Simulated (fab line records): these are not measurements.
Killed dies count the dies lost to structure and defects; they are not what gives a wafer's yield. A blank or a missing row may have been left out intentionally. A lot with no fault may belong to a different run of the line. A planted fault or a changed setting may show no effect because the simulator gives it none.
Chamber matching / flow nand-harc / pecvd-01 running NHARC_A_STAIRCASE_DEP_471: 3 sister chambers
The step deposits SiO2, target thk 100 nm. 18 wafers are shown with their chamber, then 9 later ones without.

WAFERS PAIRED WITH THEIR CHAMBERS
wafer=L076.1; chamber=2; throttle-valve-pct (%)=16.4; heater-power-w (W)=747; mfc-precursor-sccm (sccm)=161.2
wafer=L076.3; chamber=1; throttle-valve-pct (%)=15.0; heater-power-w (W)=571; mfc-precursor-sccm (sccm)=161.4
wafer=L076.6; chamber=1; throttle-valve-pct (%)=15.1; heater-power-w (W)=579; mfc-precursor-sccm (sccm)=161.0
wafer=L077.3; chamber=1; throttle-valve-pct (%)=15.3; heater-power-w (W)=527; mfc-precursor-sccm (sccm)=161.5
wafer=L077.5; chamber=1; throttle-valve-pct (%)=15.1; heater-power-w (W)=528; mfc-precursor-sccm (sccm)=161.6
wafer=L077.6; chamber=2; throttle-valve-pct (%)=16.2; heater-power-w (W)=766; mfc-precursor-sccm (sccm)=161.3
wafer=L082.3; chamber=0; throttle-valve-pct (%)=16.5; heater-power-w (W)=677; mfc-precursor-sccm (sccm)=161.3
wafer=L082.5; chamber=2; throttle-valve-pct (%)=16.0; heater-power-w (W)=615; mfc-precursor-sccm (sccm)=161.5
wafer=L082.6; chamber=0; throttle-valve-pct (%)=16.0; heater-power-w (W)=663; mfc-precursor-sccm (sccm)=161.2
wafer=L080.1; chamber=2; throttle-valve-pct (%)=16.2; heater-power-w (W)=701; mfc-precursor-sccm (sccm)=161.8
wafer=L080.4; chamber=0; throttle-valve-pct (%)=16.2; heater-power-w (W)=629; mfc-precursor-sccm (sccm)=160.6
wafer=L080.5; chamber=1; throttle-valve-pct (%)=15.2; heater-power-w (W)=485; mfc-precursor-sccm (sccm)=161.3
wafer=L087.1; chamber=2; throttle-valve-pct (%)=16.3; heater-power-w (W)=773; mfc-precursor-sccm (sccm)=161.7
wafer=L087.3; chamber=1; throttle-valve-pct (%)=15.3; heater-power-w (W)=603; mfc-precursor-sccm (sccm)=160.4
wafer=L087.5; chamber=1; throttle-valve-pct (%)=15.2; heater-power-w (W)=596; mfc-precursor-sccm (sccm)=161.2
wafer=L089.1; chamber=1; throttle-valve-pct (%)=14.9; heater-power-w (W)=520; mfc-precursor-sccm (sccm)=161.6
wafer=L089.2; chamber=1; throttle-valve-pct (%)=15.3; heater-power-w (W)=524; mfc-precursor-sccm (sccm)=162.0
wafer=L089.5; chamber=1; throttle-valve-pct (%)=15.2; heater-power-w (W)=556; mfc-precursor-sccm (sccm)=161.0

SIGNATURES (averages over the wafers above)
reading=throttle-valve-pct; chamber 0=16.233; chamber 1=15.160; chamber 2=16.220; scatter within a chamber=0.159
reading=heater-power-w; chamber 0=656.33; chamber 1=548.90; chamber 2=720.40; scatter within a chamber=45.7
reading=mfc-precursor-sccm; chamber 0=161.033; chamber 1=161.300; chamber 2=161.500; scatter within a chamber=0.389
Rule: distance of a wafer from a chamber = root of the sum over the readings of ((wafer's reading minus chamber's mean) / reading's scatter) squared. The wafer belongs to the nearest chamber; if the next one is less than 2 further off, it can't be placed. The scatter is the square root of a quotient: the sum, over the shown wafers, of each reading's squared deviation from its chamber's mean, divided by wafers minus chambers.

WAFERS WITHOUT THEIR CHAMBER
wafer=L090.1; throttle-valve-pct (%)=15.3; heater-power-w (W)=606; mfc-precursor-sccm (sccm)=161.3
wafer=L090.3; throttle-valve-pct (%)=16.4; heater-power-w (W)=644; mfc-precursor-sccm (sccm)=160.8
wafer=L090.6; throttle-valve-pct (%)=16.4; heater-power-w (W)=628; mfc-precursor-sccm (sccm)=161.3
wafer=L093.4; throttle-valve-pct (%)=15.6; heater-power-w (W)=631; mfc-precursor-sccm (sccm)=162.3
wafer=L093.5; throttle-valve-pct (%)=16.0; heater-power-w (W)=728; mfc-precursor-sccm (sccm)=160.7
wafer=L093.6; throttle-valve-pct (%)=15.1; heater-power-w (W)=568; mfc-precursor-sccm (sccm)=161.4
wafer=L097.1; throttle-valve-pct (%)=15.2; heater-power-w (W)=597; mfc-precursor-sccm (sccm)=161.8
wafer=L097.2; throttle-valve-pct (%)=16.1; heater-power-w (W)=711; mfc-precursor-sccm (sccm)=160.9
wafer=L097.6; throttle-valve-pct (%)=16.1; heater-power-w (W)=687; mfc-precursor-sccm (sccm)=160.7

WHICH CHAMBER EACH ONE RAN IN
wafer=L090.1; from the rows above=1; in truth=1
wafer=L090.3; from the rows above=can't be placed: 0 or 2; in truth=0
wafer=L090.6; from the rows above=can't be placed: 0 or 2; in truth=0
wafer=L093.4; from the rows above=can't be placed: 1 or 2 or 0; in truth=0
wafer=L093.5; from the rows above=can't be placed: 0 or 2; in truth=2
wafer=L093.6; from the rows above=1; in truth=1
wafer=L097.1; from the rows above=1; in truth=1
wafer=L097.2; from the rows above=can't be placed: 0 or 2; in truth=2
wafer=L097.6; from the rows above=can't be placed: 0 or 2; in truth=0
3 of 9 placed correctly. From these rows, 6 cannot be placed; in 6 the true chamber is one of the candidates. Placed wrongly: 0.
